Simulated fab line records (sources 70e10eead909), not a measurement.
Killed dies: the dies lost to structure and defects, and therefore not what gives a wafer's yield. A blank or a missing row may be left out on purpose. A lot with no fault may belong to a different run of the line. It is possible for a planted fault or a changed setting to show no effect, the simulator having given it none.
Which tool was responsible? ; flow nand harc ; Sampling: 11 lots, 33 wafers, 3 of 1159 route steps

## WHAT THE GAUGES READ, wafer by wafer
NHARC_P_CONTACT_CD_MEAS_12: target cd 90 nm. Usual: 89.7 nm for cd nm, sd 0.72.
lot;measured;on;cd nm (nm);flag
L144;day 5 16:35;cd sem-03;90.1 89.7 90.7;
L145;day 5 22:50;cd sem-03;90.0 89.8 88.9;
L147;day 6 06:57;cd sem-02;84.2 84.7 84.2;OFF
L154;day 8 07:57;cd sem-01;89.7 89.6 90.7;
L156;day 8 22:10;cd sem-03;88.4 88.6 90.0;
L158;day 9 09:10;cd sem-02;88.9 89.2 88.2;
L160;day 9 15:32;cd sem-02;90.0 89.7 89.2;
L159;day 9 17:10;cd sem-01;89.6 89.6 89.8;
L164;day 10 15:13;cd sem-02;90.0 90.1 91.3;
L163;day 10 15:37;cd sem-01;89.5 89.1 88.6;
L166;day 11 06:48;cd sem-03;89.1 88.9 90.0;

## WHICH TOOL RAN EACH LOT (tool, then ch and the chambers of the sampled wafers, then the start)
lot;NHARC_P_GATE_DEGAS_109;NHARC_P_CONTACT_EXPOSE_09
L144;pvd sputter-01, day 5 14:02;arfi scanner-03 ch 0, day 5 16:27
L145;pvd sputter-01, day 5 20:13;arfi scanner-02 ch 0, day 5 22:41
L147;pvd sputter-03, day 6 04:31;arfi scanner-03 ch 0, day 6 06:49
L154;pvd sputter-01, day 8 05:23;arfi scanner-02 ch 0, day 8 07:49
L156;pvd sputter-01, day 8 19:43;arfi scanner-03 ch 0, day 8 22:02
L158;pvd sputter-02, day 9 06:38;arfi scanner-03 ch 0, day 9 09:02
L160;pvd sputter-03, day 9 12:40;arfi scanner-03 ch 0, day 9 15:24
L159;pvd sputter-01, day 9 13:50;arfi scanner-02 ch 0, day 9 17:02
L164;pvd sputter-02, day 10 11:59;arfi scanner-02 ch 0, day 10 15:05
L163;pvd sputter-02, day 10 12:32;arfi scanner-03 ch 0, day 10 15:28
L166;pvd sputter-03, day 11 04:13;arfi scanner-02 ch 0, day 11 06:40
- NHARC_P_GATE_DEGAS_109: time 60 s.
- NHARC_P_CONTACT_EXPOSE_09: exposes mask P CA, target cd 90 nm.

## AS READ BY THE TOOLS THEMSELVES (means over the sampled wafers that have a number; for cases with no such wafer, the mark the record gives instead)
NHARC_P_GATE_DEGAS_109. Usual: 490 W for heater power w, sd 54.
lot;tool;heater power w (W);flag
L144;pvd sputter-01;484;
L145;pvd sputter-01;521;
L147;pvd sputter-03;461;
L154;pvd sputter-01;490;
L156;pvd sputter-01;470;
L158;pvd sputter-02;485;
L160;pvd sputter-03;455;
L159;pvd sputter-01;496;
L164;pvd sputter-02;435;
L163;pvd sputter-02;548;
L166;pvd sputter-03;459;

NHARC_P_CONTACT_EXPOSE_09. Usual: focus offset nm 0.1 nm, standard deviation 0.59; stage vel mm s 499.92 mm/s, standard deviation 0.26.
lot;tool;focus offset nm (nm);stage vel mm s (mm/s);flag
L144;arfi scanner-03;0.6;499.84;
L145;arfi scanner-02;0.1;499.95;
L147;arfi scanner-03;-0.0;499.91;
L154;arfi scanner-02;0.8;500.26;
L156;arfi scanner-03;1.2;500.04;
L158;arfi scanner-03;0.2;499.88;
L160;arfi scanner-03;-0.3;500.14;
L159;arfi scanner-02;0.1;500.24;
L164;arfi scanner-02;-0.2;500.15;
L163;arfi scanner-03;0.4;499.79;
L166;arfi scanner-02;-0.1;499.97;

## THE ANSWER, worked out from the rows above alone
Rule: a lot is off if the mean of its wafers that have a number lies more than 3 standard deviations from the usual mean. Also off: a lot with no number at a reading for which 4 or more lots have one. Any other lot the step has rows for is counted as sound. Order of review: gauges by route order, followed by the tools' own readings, for which a lot's mean as printed above is used. The first step at which some lot is off is used, and at that step the reading that is off furthest; a lot without a number counts as furthest.
Off, at NHARC_P_CONTACT_CD_MEAS_12 on cd nm: L147.
A tool fits if, at a process step before that reading, it ran every lot that is off, and no sound lot after the first of them. Gauges at NHARC_P_CONTACT_CD_MEAS_12: tried the same way as those tools. Not one of the candidates tried fits.

## WHAT WAS PUT IN BY THE SIMULATOR
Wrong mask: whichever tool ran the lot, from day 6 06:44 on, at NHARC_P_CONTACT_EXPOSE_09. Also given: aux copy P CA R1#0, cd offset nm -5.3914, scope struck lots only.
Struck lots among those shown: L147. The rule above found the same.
